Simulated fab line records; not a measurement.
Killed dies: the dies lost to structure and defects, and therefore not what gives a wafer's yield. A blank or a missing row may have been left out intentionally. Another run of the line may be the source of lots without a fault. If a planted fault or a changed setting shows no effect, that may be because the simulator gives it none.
Which of the tools did it?	flow n5Finfet	30 wafers from 10 lots sampled at 3 of the route's 1938 steps

== WHAT THE GAUGES SHOWED, per wafer ==
N5_BEOL_M4_RS_MEAS_58: uses a four-point probe to measure.
lot	measured	on	M4_RS (ohm/sq)
L560	day 8 05:57	filmMetro-02	0.68 0.69 0.71
L561	day 8 08:09	filmMetro-01	0.66 0.68 0.71
L562	day 8 23:49	filmMetro-02	0.77 0.70 0.72
L569	day 10 05:14	filmMetro-02	0.67 0.72 0.67
L575	day 12 11:57	filmMetro-01	0.72 0.70 0.70
L576	day 12 15:08	filmMetro-02	0.67 0.63 0.66
L579	day 12 23:34	filmMetro-02	0.76 0.71 0.70
L582	day 13 18:32	filmMetro-01	0.68 0.68 0.71
L580	day 13 18:43	filmMetro-02	0.71 0.67 0.76
L581	day 13 22:54	filmMetro-01	0.82 0.69 0.74

N5_BEOL_M5_CD_MEAS_11 targets a cd of 27.74 nm.
lot	measured	on	cdNm (nm)
L560	day 8 09:19	cdSem-03	27.76 27.75 27.78
L561	day 8 10:39	cdSem-03	28.10 28.05 27.96
L562	day 9 02:21	cdSem-01	28.49 28.03 27.82
L569	day 10 07:27	cdSem-03	26.72 27.08 26.63
L575	day 12 15:08	cdSem-03	28.30 27.99 27.60
L576	day 12 17:44	cdSem-02	27.67 27.69 27.99
L579	day 13 03:45	cdSem-03	27.96 28.61 28.17
L582	day 13 22:39	cdSem-03	27.80 27.68 27.58
L580	day 13 22:49	cdSem-03	27.60 27.84 27.94
L581	day 14 01:07	cdSem-02	28.20 27.93 27.84

== WHICH TOOL RAN EACH LOT (tool, then ch and the chambers of the sampled wafers, then the start) ==
lot	N5_BEOL_M5_EXPOSE_08
L560	euvScanner-01 ch 0, day 8 09:11
L561	euvScanner-01 ch 0, day 8 10:32
L562	euvScanner-01 ch 0, day 9 02:14
L569	euvScanner-01 ch 0, day 10 07:20
L575	euvScanner-02 ch 0, day 12 15:01
L576	euvScanner-02 ch 0, day 12 17:37
L579	euvScanner-02 ch 0, day 13 03:37
L582	euvScanner-01 ch 0, day 13 22:32
L580	euvScanner-02 ch 0, day 13 22:41
L581	euvScanner-01 ch 0, day 14 00:59
- N5_BEOL_M5_EXPOSE_08: exposes mask M5, target cd 28 nm.

== WHAT THE TOOLS THEMSELVES READ (means of the sampled wafers that have a number; where no wafer has one, the mark that the record gives instead) ==
N5_BEOL_M5_EXPOSE_08.
lot	tool	exposureDoseMJCm2
L560	euvScanner-01	35.66
L561	euvScanner-01	35.69
L562	euvScanner-01	35.65
L569	euvScanner-01	36.16
L575	euvScanner-02	35.75
L576	euvScanner-02	35.76
L579	euvScanner-02	35.78
L582	euvScanner-01	35.66
L580	euvScanner-02	35.70
L581	euvScanner-01	35.66

== THE ANSWER, worked out from the rows above alone ==
Rule: the lots themselves supply what counts as usual. The widest of any qualifying gaps counts: lots, ordered by their means at a reading, are off when they make up no more than a third of the lots, leave a main group of 4 or more, and stand apart from it by 3 or more times the standard deviation of that group's means. Not used: any main group whose means are identical at the precision the tables above print for the reading. Also off: a lot with no number at a reading for which 4 or more lots have one. The other lots that the step has rows for count as sound. First the gauges in route order, then the tools' own readings, where a lot's mean is used as printed above. The first step at which some lot is off is used, and at that step the reading that is off furthest; a lot without a number counts as furthest.
Off, at N5_BEOL_M5_CD_MEAS_11 on cdNm: L569. For the main group the mean is 27.93 nm and the standard deviation 0.18.
If a tool, at a process step before that reading, ran all the lots that are off and no sound lot after the first of them, it fits. Not tried: the gauges at N5_BEOL_M5_CD_MEAS_11; whatever is off there is also off at N5_BEOL_M5_EXPOSE_08, on other tools, and gauge error can't account for it. No candidate that was tried fits.

== WHAT THE SIMULATOR HAD PUT IN ==
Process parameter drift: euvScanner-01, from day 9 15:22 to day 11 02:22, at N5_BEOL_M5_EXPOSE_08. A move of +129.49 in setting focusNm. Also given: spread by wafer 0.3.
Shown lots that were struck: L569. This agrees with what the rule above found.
